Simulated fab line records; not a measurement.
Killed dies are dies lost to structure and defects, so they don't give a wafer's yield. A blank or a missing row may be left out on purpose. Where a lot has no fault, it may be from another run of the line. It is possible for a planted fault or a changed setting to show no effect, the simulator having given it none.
Which tool was responsible? | flow nand harc | 12 lots (36 wafers sampled), 1 step of a 1302-step route

## WHAT THE GAUGES SHOWED, per wafer
NHARC_A_CHANNEL_HOLE_D2_INSPECT_12.
lot  | measured     | on                | raw defect count
L075 | day 13 09:50 | defect inspect-01 | 40 55 61
L076 | day 14 06:22 | defect inspect-01 | 8 9 11
L080 | day 15 03:53 | defect inspect-02 | 9 9 7
L081 | day 16 04:35 | defect inspect-01 | 44 63 52
L083 | day 16 18:31 | defect inspect-02 | 6 12 6
L085 | day 17 09:35 | defect inspect-02 | 62 59 47
L087 | day 18 06:40 | defect inspect-02 | 58 62 51
L089 | day 19 10:05 | defect inspect-02 | 62 63 68
L091 | day 19 21:10 | defect inspect-02 | 57 45 52
L093 | day 21 09:28 | defect inspect-01 | 23 17 21
L095 | day 21 22:55 | defect inspect-02 | 33 22 19
L097 | day 22 07:16 | defect inspect-02 | 3 5 3

## EACH LOT AND THE TOOL THAT RAN IT (in order: tool; ch and the chambers of the sampled wafers; start)
Before these readings, the record contains no process step.

## THE ANSWER, worked out from the rows above alone
Rule: the lots themselves supply what counts as usual. The widest of any qualifying gaps counts: lots, ordered by their means at a reading, are off when they make up no more than a third of the lots, leave a main group of 4 or more, and stand apart from it by 3 or more times the standard deviation of that group's means. If all means in a main group match to the digits the tables above print for the reading, that group is not used. A lot without any number at a reading at which 4 lots or more have one is off too. Any other lot the step has rows for is counted as sound.
Across all readings shown, no lot is off: no conclusion can be drawn from this.

## WHAT WAS PUT IN BY THE SIMULATOR
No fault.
